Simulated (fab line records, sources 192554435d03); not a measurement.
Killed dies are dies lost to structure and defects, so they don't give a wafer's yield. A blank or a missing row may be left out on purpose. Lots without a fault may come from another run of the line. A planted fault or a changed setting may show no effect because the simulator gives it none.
Which tool did it? | flow n5_finfet | 24 lots, 72 wafers sampled, at 6 steps of a route of 1938

WHAT THE GAUGES READ, wafer by wafer
The record holds no reading of a measuring or inspecting step that can be judged against a usual standard deviation.

WHICH TOOL RAN EACH LOT (tool, then ch and the chambers of the sampled wafers, then the start)
lot  | N5_BEOL_M2_ANNEAL_87         | N5_BEOL_M3_DESCUM_16               | N5_BEOL_M3_ANNEAL_49         | N5_BEOL_M3_SPUTTER_79        | N5_BEOL_M3_SPUTTER_86        | N5_BEOL_M4_ILD_DEP_00
L074 | pvd_sputter-03, day 6 18:56  | rie_diel-01 ch 0,2,3, day 6 22:22  | pvd_sputter-01, day 7 07:16  | pvd_sputter-01, day 7 07:25  | pvd_sputter-01, day 7 07:51  | pecvd-01 ch 0,1, day 7 10:25
L075 | pvd_sputter-01, day 7 11:05  | rie_diel-03 ch 0,1,2, day 7 14:10  | pvd_sputter-01, day 7 22:07  | pvd_sputter-01, day 8 00:23  | pvd_sputter-01, day 8 00:50  | pecvd-01 ch 0,1,2, day 8 03:18
L077 | pvd_sputter-02, day 7 19:27  | rie_diel-01 ch 0,1, day 7 22:28    | pvd_sputter-01, day 8 08:52  | pvd_sputter-01, day 8 09:01  | pvd_sputter-01, day 8 09:27  | pecvd-01 ch 1,2, day 8 11:40
L076 | pvd_sputter-03, day 7 22:03  | rie_diel-03 ch 0,2,3, day 8 01:59  | pvd_sputter-02, day 8 09:21  | pvd_sputter-02, day 8 09:29  | pvd_sputter-02, day 8 09:56  | pecvd-04 ch 0,1,2, day 8 12:25
L078 | pvd_sputter-03, day 7 23:55  | rie_diel-05 ch 0,2, day 8 03:02    | pvd_sputter-01, day 8 11:16  | pvd_sputter-01, day 8 11:25  | pvd_sputter-01, day 8 11:51  | pecvd-03 ch 0,1, day 8 14:04
L079 | pvd_sputter-01, day 8 04:03  | rie_diel-05 ch 2,3, day 8 07:30    | pvd_sputter-02, day 8 11:44  | pvd_sputter-02, day 8 11:53  | pvd_sputter-02, day 8 12:19  | pecvd-01 ch 0,1,2, day 8 15:07
L081 | pvd_sputter-03, day 8 08:18  | rie_diel-03 ch 1,2,3, day 8 11:43  | pvd_sputter-01, day 8 15:09  | pvd_sputter-01, day 8 15:17  | pvd_sputter-01, day 8 15:44  | pecvd-04 ch 0,1,2, day 8 18:01
L080 | pvd_sputter-03, day 8 15:35  | rie_diel-05 ch 0,2, day 8 18:46    | pvd_sputter-01, day 8 21:28  | pvd_sputter-01, day 8 21:37  | pvd_sputter-01, day 8 22:03  | pecvd-04 ch 1,2, day 9 00:18
L082 | pvd_sputter-03, day 8 22:22  | rie_diel-05 ch 0,1, day 9 03:16    | pvd_sputter-01, day 9 10:35  | pvd_sputter-01, day 9 10:43  | pvd_sputter-01, day 9 11:10  | pecvd-03 ch 0,1,2, day 9 13:22
L083 | pvd_sputter-02, day 9 02:20  | rie_diel-01 ch 0,2,3, day 9 09:16  | pvd_sputter-02, day 9 15:13  | pvd_sputter-02, day 9 15:21  | pvd_sputter-02, day 9 15:47  | pecvd-01 ch 0,1, day 9 18:00
L084 | pvd_sputter-02, day 9 12:37  | rie_diel-01 ch 0,1, day 9 15:47    | pvd_sputter-03, day 10 01:49 | pvd_sputter-03, day 10 01:58 | pvd_sputter-03, day 10 02:24 | pecvd-03 ch 0,1, day 10 04:40
L085 | pvd_sputter-03, day 9 20:36  | rie_diel-05 ch 0,1,2, day 10 00:48 | pvd_sputter-01, day 10 05:17 | pvd_sputter-01, day 10 05:26 | pvd_sputter-01, day 10 05:52 | pecvd-01 ch 0,1, day 10 08:08
L086 | pvd_sputter-01, day 9 23:26  | rie_diel-01 ch 2,3, day 10 02:24   | pvd_sputter-03, day 10 07:31 | pvd_sputter-03, day 10 07:40 | pvd_sputter-03, day 10 08:06 | pecvd-03 ch 0,1, day 10 10:23
L088 | pvd_sputter-01, day 10 03:15 | rie_diel-01 ch 0,1,3, day 10 09:58 | pvd_sputter-01, day 10 15:49 | pvd_sputter-01, day 10 15:58 | pvd_sputter-01, day 10 16:24 | pecvd-01 ch 0,1,2, day 10 18:52
L087 | pvd_sputter-03, day 10 13:52 | rie_diel-05 ch 0,1, day 10 16:59   | pvd_sputter-03, day 11 00:49 | pvd_sputter-03, day 11 00:57 | pvd_sputter-03, day 11 01:23 | pecvd-04 ch 1,2, day 11 03:52
L089 | pvd_sputter-01, day 10 14:38 | rie_diel-03 ch 0,3, day 10 18:38   | pvd_sputter-02, day 11 09:56 | pvd_sputter-02, day 11 10:04 | pvd_sputter-02, day 11 10:31 | pecvd-04 ch 0,1, day 11 12:45
L090 | pvd_sputter-02, day 10 20:31 | rie_diel-05 ch 0,1, day 10 23:29   | pvd_sputter-01, day 11 16:14 | pvd_sputter-01, day 11 16:23 | pvd_sputter-01, day 11 16:49 | pecvd-04 ch 0,1,2, day 11 21:10
L091 | pvd_sputter-01, day 11 03:52 | rie_diel-05 ch 2,3, day 11 08:04   | pvd_sputter-03, day 11 17:46 | pvd_sputter-03, day 11 17:55 | pvd_sputter-03, day 11 18:21 | pecvd-03 ch 0,2, day 11 21:53
L092 | pvd_sputter-01, day 11 15:04 | rie_diel-05 ch 0,2,3, day 11 21:08 | pvd_sputter-02, day 11 23:37 | pvd_sputter-02, day 11 23:45 | pvd_sputter-02, day 12 00:11 | pecvd-03 ch 0,1,2, day 12 02:24
L093 | pvd_sputter-03, day 11 15:26 | rie_diel-01 ch 0,1,2, day 11 21:24 | pvd_sputter-01, day 12 00:03 | pvd_sputter-01, day 12 00:11 | pvd_sputter-01, day 12 00:38 | pecvd-03 ch 1,2, day 12 02:51
L094 | pvd_sputter-01, day 11 18:59 | rie_diel-03 ch 1,2,3, day 11 23:16 | pvd_sputter-03, day 12 09:25 | pvd_sputter-03, day 12 09:34 | pvd_sputter-03, day 12 10:00 | pecvd-01 ch 0,1,2, day 12 12:13
L095 | pvd_sputter-03, day 11 21:34 | rie_diel-05 ch 0,1,2, day 12 03:02 | pvd_sputter-02, day 12 14:37 | pvd_sputter-02, day 12 14:46 | pvd_sputter-02, day 12 15:12 | pecvd-04 ch 1,2, day 12 17:25
L096 | pvd_sputter-01, day 12 10:02 | rie_diel-05 ch 1,2, day 12 17:07   | pvd_sputter-03, day 13 01:25 | pvd_sputter-03, day 13 01:33 | pvd_sputter-03, day 13 01:59 | pecvd-03 ch 1,2, day 13 04:12
L097 | pvd_sputter-01, day 12 13:17 | rie_diel-01 ch 1,3, day 12 17:19   | pvd_sputter-02, day 13 03:05 | pvd_sputter-02, day 13 03:14 | pvd_sputter-02, day 13 03:40 | pecvd-03 ch 1,2, day 13 06:08
- N5_BEOL_M2_ANNEAL_87: time 240 s.
- N5_BEOL_M3_DESCUM_16: chemistry O2, time 7 s.
- N5_BEOL_M3_ANNEAL_49: time 240 s.
- N5_BEOL_M3_SPUTTER_79: material Cu, target thk 4.5 nm, time 8.29 s.
- N5_BEOL_M3_SPUTTER_86: material Cu, target thk 4.5 nm, time 8.29 s.
- N5_BEOL_M4_ILD_DEP_00: deposits SiOC from DEMS/O2, target thk 79 nm, time 15.3 s.

WHAT THE TOOLS THEMSELVES READ (means of the sampled wafers that have a number; where no wafer has one, the mark that the record gives instead)
N5_BEOL_M2_ANNEAL_87. Usual: heater_power_w 824 W, standard deviation 75.
lot  | tool           | heater_power_w (W) | flag
L074 | pvd_sputter-03 | 799                |
L075 | pvd_sputter-01 | 865                |
L077 | pvd_sputter-02 | 767                |
L076 | pvd_sputter-03 | 796                |
L078 | pvd_sputter-03 | 891                |
L079 | pvd_sputter-01 | 867                |
L081 | pvd_sputter-03 | 748                |
L080 | pvd_sputter-03 | 839                |
L082 | pvd_sputter-03 | 764                |
L083 | pvd_sputter-02 | 774                |
L084 | pvd_sputter-02 | 742                |
L085 | pvd_sputter-03 | 769                |
L086 | pvd_sputter-01 | 849                |
L088 | pvd_sputter-01 | 868                |
L087 | pvd_sputter-03 | 813                |
L089 | pvd_sputter-01 | 866                |
L090 | pvd_sputter-02 | 748                |
L091 | pvd_sputter-01 | 855                |
L092 | pvd_sputter-01 | 851                |
L093 | pvd_sputter-03 | 795                |
L094 | pvd_sputter-01 | 882                |
L095 | pvd_sputter-03 | 738                |
L096 | pvd_sputter-01 | 862                |
L097 | pvd_sputter-01 | 869                |

N5_BEOL_M3_DESCUM_16. Usual: drypump_motor_current_A 5.8 A, standard deviation 0.47; oes_product_au 0.81 a.u., standard deviation 0.086; rf_vpp_V 242.9 V, standard deviation 1.2; showerhead_plenum_p_Torr 2.06 Torr, standard deviation 0.054; throttle_valve_pct 20.28 %, standard deviation 0.28.
lot  | tool        | drypump_motor_current_A (A) | oes_product_au (a.u.) | rf_vpp_V (V) | showerhead_plenum_p_Torr (Torr) | throttle_valve_pct (%) | flag
L074 | rie_diel-01 | 6.0                         | 0.81                  | 242.2        | 2.05                            | 20.34                  |
L075 | rie_diel-03 | 5.5                         | 0.79                  | 242.2        | 2.06                            | 20.50                  |
L077 | rie_diel-01 | 5.8                         | 0.69                  | 242.6        | 2.02                            | 20.53                  |
L076 | rie_diel-03 | 6.0                         | 0.78                  | 243.3        | 2.05                            | 20.30                  |
L078 | rie_diel-05 | 5.9                         | 0.85                  | 243.8        | 2.08                            | 20.12                  |
L079 | rie_diel-05 | 5.7                         | 0.90                  | 243.9        | 2.12                            | 20.04                  |
L081 | rie_diel-03 | 5.4                         | 0.84                  | 242.0        | 2.05                            | 20.28                  |
L080 | rie_diel-05 | 6.2                         | 0.81                  | 242.0        | 2.06                            | 20.33                  |
L082 | rie_diel-05 | 6.1                         | 0.80                  | 243.2        | 2.05                            | 20.36                  |
L083 | rie_diel-01 | 6.0                         | 0.79                  | 242.3        | 2.05                            | 20.38                  |
L084 | rie_diel-01 | 5.9                         | 0.71                  | 241.9        | 2.06                            | 20.63                  |
L085 | rie_diel-05 | 5.8                         | 0.81                  | 243.4        | 2.08                            | 20.17                  |
L086 | rie_diel-01 | 5.8                         | 0.82                  | 243.3        | 2.02                            | 20.25                  |
L088 | rie_diel-01 | 6.0                         | 0.70                  | 242.1        | 2.01                            | 20.45                  |
L087 | rie_diel-05 | 6.1                         | 0.78                  | 242.3        | 2.05                            | 20.38                  |
L089 | rie_diel-03 | 6.5                         | 0.95                  | 242.5        | 2.03                            | 20.00                  |
L090 | rie_diel-05 | 5.7                         | 0.79                  | 243.3        | 2.07                            | 20.21                  |
L091 | rie_diel-05 | 5.6                         | 0.87                  | 244.2        | 2.11                            | 20.07                  |
L092 | rie_diel-05 | 5.9                         | 0.84                  | 243.5        | 2.08                            | 20.29                  |
L093 | rie_diel-01 | 5.8                         | 0.85                  | 243.7        | 2.12                            | 20.37                  |
L094 | rie_diel-03 | 5.4                         | 0.81                  | 242.1        | 2.04                            | 20.32                  |
L095 | rie_diel-05 | 5.8                         | 0.80                  | 243.2        | 2.07                            | 20.21                  |
L096 | rie_diel-05 | 5.7                         | 0.82                  | 243.5        | 2.10                            | 19.99                  |
L097 | rie_diel-01 | 6.1                         | 0.80                  | 242.7        | 2.06                            | 20.15                  |

N5_BEOL_M3_ANNEAL_49. Usual: heater_power_w 821 W, standard deviation 76.
lot  | tool           | heater_power_w (W) | flag
L074 | pvd_sputter-01 | 856                |
L075 | pvd_sputter-01 | 865                |
L077 | pvd_sputter-01 | 852                |
L076 | pvd_sputter-02 | 744                |
L078 | pvd_sputter-01 | 873                |
L079 | pvd_sputter-02 | 744                |
L081 | pvd_sputter-01 | 861                |
L080 | pvd_sputter-01 | 865                |
L082 | pvd_sputter-01 | 863                |
L083 | pvd_sputter-02 | 791                |
L084 | pvd_sputter-03 | 763                |
L085 | pvd_sputter-01 | 864                |
L086 | pvd_sputter-03 | 829                |
L088 | pvd_sputter-01 | 861                |
L087 | pvd_sputter-03 | 761                |
L089 | pvd_sputter-02 | 744                |
L090 | pvd_sputter-01 | 868                |
L091 | pvd_sputter-03 | 838                |
L092 | pvd_sputter-02 | 781                |
L093 | pvd_sputter-01 | 889                |
L094 | pvd_sputter-03 | 804                |
L095 | pvd_sputter-02 | 719                |
L096 | pvd_sputter-03 | 871                |
L097 | pvd_sputter-02 | 724                |

N5_BEOL_M3_SPUTTER_79. Usual: throttle_valve_pct 29.8 %, standard deviation 1.1.
lot  | tool           | throttle_valve_pct (%) | flag
L074 | pvd_sputter-01 | 30.8                   |
L075 | pvd_sputter-01 | 30.1                   |
L077 | pvd_sputter-01 | 31.2                   |
L076 | pvd_sputter-02 | 30.1                   |
L078 | pvd_sputter-01 | 28.9                   |
L079 | pvd_sputter-02 | 30.2                   |
L081 | pvd_sputter-01 | 31.1                   |
L080 | pvd_sputter-01 | 29.8                   |
L082 | pvd_sputter-01 | 30.4                   |
L083 | pvd_sputter-02 | 29.8                   |
L084 | pvd_sputter-03 | 29.1                   |
L085 | pvd_sputter-01 | 31.3                   |
L086 | pvd_sputter-03 | 29.9                   |
L088 | pvd_sputter-01 | 29.6                   |
L087 | pvd_sputter-03 | 29.1                   |
L089 | pvd_sputter-02 | 29.9                   |
L090 | pvd_sputter-01 | 30.1                   |
L091 | pvd_sputter-03 | 29.7                   |
L092 | pvd_sputter-02 | 29.8                   |
L093 | pvd_sputter-01 | 29.2                   |
L094 | pvd_sputter-03 | 29.0                   |
L095 | pvd_sputter-02 | 29.9                   |
L096 | pvd_sputter-03 | 29.1                   |
L097 | pvd_sputter-02 | 29.9                   |

N5_BEOL_M3_SPUTTER_86. Usual: throttle_valve_pct 29.8 %, standard deviation 1.1.
lot  | tool           | throttle_valve_pct (%) | flag
L074 | pvd_sputter-01 | 30.7                   |
L075 | pvd_sputter-01 | 30.2                   |
L077 | pvd_sputter-01 | 31.2                   |
L076 | pvd_sputter-02 | 30.1                   |
L078 | pvd_sputter-01 | 28.9                   |
L079 | pvd_sputter-02 | 30.1                   |
L081 | pvd_sputter-01 | 30.9                   |
L080 | pvd_sputter-01 | 29.5                   |
L082 | pvd_sputter-01 | 30.2                   |
L083 | pvd_sputter-02 | 29.6                   |
L084 | pvd_sputter-03 | 29.1                   |
L085 | pvd_sputter-01 | 31.4                   |
L086 | pvd_sputter-03 | 29.7                   |
L088 | pvd_sputter-01 | 29.6                   |
L087 | pvd_sputter-03 | 29.1                   |
L089 | pvd_sputter-02 | 29.8                   |
L090 | pvd_sputter-01 | 30.2                   |
L091 | pvd_sputter-03 | 29.8                   |
L092 | pvd_sputter-02 | 29.7                   |
L093 | pvd_sputter-01 | 29.1                   |
L094 | pvd_sputter-03 | 29.0                   |
L095 | pvd_sputter-02 | 29.7                   |
L096 | pvd_sputter-03 | 29.2                   |
L097 | pvd_sputter-02 | 29.9                   |

N5_BEOL_M4_ILD_DEP_00. Usual: heater_power_w 448 W, standard deviation 66; showerhead_plenum_p_Torr 5.695 Torr, standard deviation 0.021; throttle_valve_pct 12.0 %, standard deviation 0.96.
lot  | tool     | heater_power_w (W) | showerhead_plenum_p_Torr (Torr) | throttle_valve_pct (%) | flag
L074 | pecvd-01 | 521                | 5.709                           | 11.9                   |
L075 | pecvd-01 | 471                | 5.701                           | 12.7                   |
L077 | pecvd-01 | 561                | 5.695                           | 13.0                   |
L076 | pecvd-04 | 396                | 5.695                           | 11.7                   |
L078 | pecvd-03 | 451                | 5.686                           | 11.8                   |
L079 | pecvd-01 | 504                | 5.694                           | 12.5                   |
L081 | pecvd-04 | 445                | 5.697                           | 11.6                   |
L080 | pecvd-04 | 421                | 5.711                           | 11.8                   |
L082 | pecvd-03 | 434                | 5.692                           | 11.7                   |
L083 | pecvd-01 | 510                | 5.715                           | 12.1                   |
L084 | pecvd-03 | 395                | 5.686                           | 11.7                   |
L085 | pecvd-01 | 531                | 5.709                           | 12.5                   |
L086 | pecvd-03 | 449                | 5.683                           | 11.8                   |
L088 | pecvd-01 | 512                | 5.702                           | 11.9                   |
L087 | pecvd-04 | 361                | 5.693                           | 11.9                   |
L089 | pecvd-04 | 434                | 5.685                           | 11.5                   |
L090 | pecvd-04 | 412                | 5.694                           | 11.9                   |
L091 | pecvd-03 | 413                | 5.702                           | 12.7                   |
L092 | pecvd-03 | 417                | 5.692                           | 12.0                   |
L093 | pecvd-03 | 465                | 5.671                           | 11.1                   |
L094 | pecvd-01 | 493                | 5.690                           | 11.9                   |
L095 | pecvd-04 | 372                | 5.696                           | 11.9                   |
L096 | pecvd-03 | 470                | 5.668                           | 11.0                   |
L097 | pecvd-03 | 475                | 5.672                           | 11.1                   |

THE ANSWER, worked out from the rows above alone
Rule: a lot is off if the mean of its wafers that have a number lies more than 3 standard deviations from the usual mean. A lot without any number at a reading at which 4 lots or more have one is off too. The other lots that the step has rows for count as sound. The gauges are gone through in route order, then the tools' own readings, and for those a lot's mean is taken as printed above. The first step at which some lot is off is used, and at that step the reading that is off furthest; a lot without a number counts as furthest.
No lot is off at any reading shown: from this, nothing can be told.

WHAT THE SIMULATOR HAD PUT IN
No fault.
